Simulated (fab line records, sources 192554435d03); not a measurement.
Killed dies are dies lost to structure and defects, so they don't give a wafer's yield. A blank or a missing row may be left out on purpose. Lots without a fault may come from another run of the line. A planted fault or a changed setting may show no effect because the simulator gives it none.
Problem report in the 8D (eight disciplines) form, filled by code | flow n5_finfet | the parts of the form that need people (team, actions taken, sign-off) are left out

1. THE PROBLEM
cd_nm at N5_BEOL_M1_CD_MEAS_28 reads a mean of 22.86 nm on 6 wafers of 2 lots; wafers without a fault read 23.99 nm with a standard deviation of 0.21. That is -5.4 standard deviations from the usual mean.
The step: target cd y 23.3 nm.
First seen on wafer L476.2, day 11 02:34, on cd_sem-02. The record holds 27 wafers of 9 lots with a number at this step. Rule for "out", or "out of limits": more than 4 standard deviations from the usual mean. The other wafers with a number count as sound.

2. WHAT IT IS AND WHAT IT IS NOT
question                    | is                     | is not
which readings at this step | cd_nm                  | -
which lots                  | L476, L477             | L459, L461, L463, L464, L468, L479, L480
which wafers of those lots  | all that have a number | -
read on which gauges        | cd_sem-01, cd_sem-02   | cd_sem-03
when                        | from day 11 02:34      | up to then (15 sound wafers); but 6 sound wafers of L479, L480 came after

3. SUSPECTS, AND WHAT RULES EACH OUT
Counting: a tool at a process step up to the reading stays a suspect if it ran every lot that is out and no sound lot after the first of them.
- the gauge at N5_BEOL_M1_CD_MEAS_28: ruled out. The wafers that are out were read on 2 gauges (cd_sem-01, cd_sem-02).
- euv_scanner-02 at N5_BEOL_M1_EXPOSE_25 (exposes mask V0, defocus 5 nm, target cd 24 nm): kept. It ran every lot that is out, first L476 (day 11 02:26), and no sound lot after that; its last sound lot up to then is L468 (day 9 08:28). Its own readings are out on those wafers: exposure_dose_mJ_cm2.
Left after counting: euv_scanner-02 at N5_BEOL_M1_EXPOSE_25.

4. THE CAUSE (what the simulator had put in)
Process parameter drift: euv_scanner-02, from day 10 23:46 on, at N5_BEOL_M1_EXPOSE_25. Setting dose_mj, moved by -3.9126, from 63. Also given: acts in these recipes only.
Counting left only this tool.

5. THE CHAIN OF EFFECTS, in route order
Each row: a reading whose mean over the struck wafers that have a number lies more than 3 standard deviations from the usual. Only readings for which the record gives a usual standard deviation are gone through. hours: the time from each lot's start at the first step in this table that gives one to its start at this step, as a median over the lots. sigmas: the change in usual standard deviations.
hours | step                  | reading              | usual    | on struck wafers | change | sigmas
0     | N5_BEOL_M1_EXPOSE_25  | exposure_dose_mJ_cm2 | 63.00    | 59.07            | -3.93  | -60
0     | N5_BEOL_M1_CD_MEAS_28 | cd_nm                | 23.99 nm | 22.86            | -1.13  | -5.4
The process steps in it:
- N5_BEOL_M1_EXPOSE_25: exposes mask V0, defocus 5 nm, target cd 24 nm.
Later measuring or inspecting steps at which every struck wafer that the step has a row for has a number for every such reading, and none has moved that far: N5_BEOL_M1_INSPECT_30, N5_BEOL_M4_RC_MEAS_101.

6. WHAT WOULD HAVE CAUGHT IT SOONER
In this record the first reading out of limits at a measuring or inspecting step was taken at day 11 02:34, 3 hours after the fault began at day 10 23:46.
The tool's own readings at N5_BEOL_M1_EXPOSE_25 were out on every struck wafer that the step has a row for (exposure_dose_mJ_cm2): an alarm limit on them would have fired on the first of those.
Of the lots that are out (2), L477 began N5_BEOL_M1_EXPOSE_25 on euv_scanner-02 after day 11 02:34. A hold on the tool at that time would have spared it.
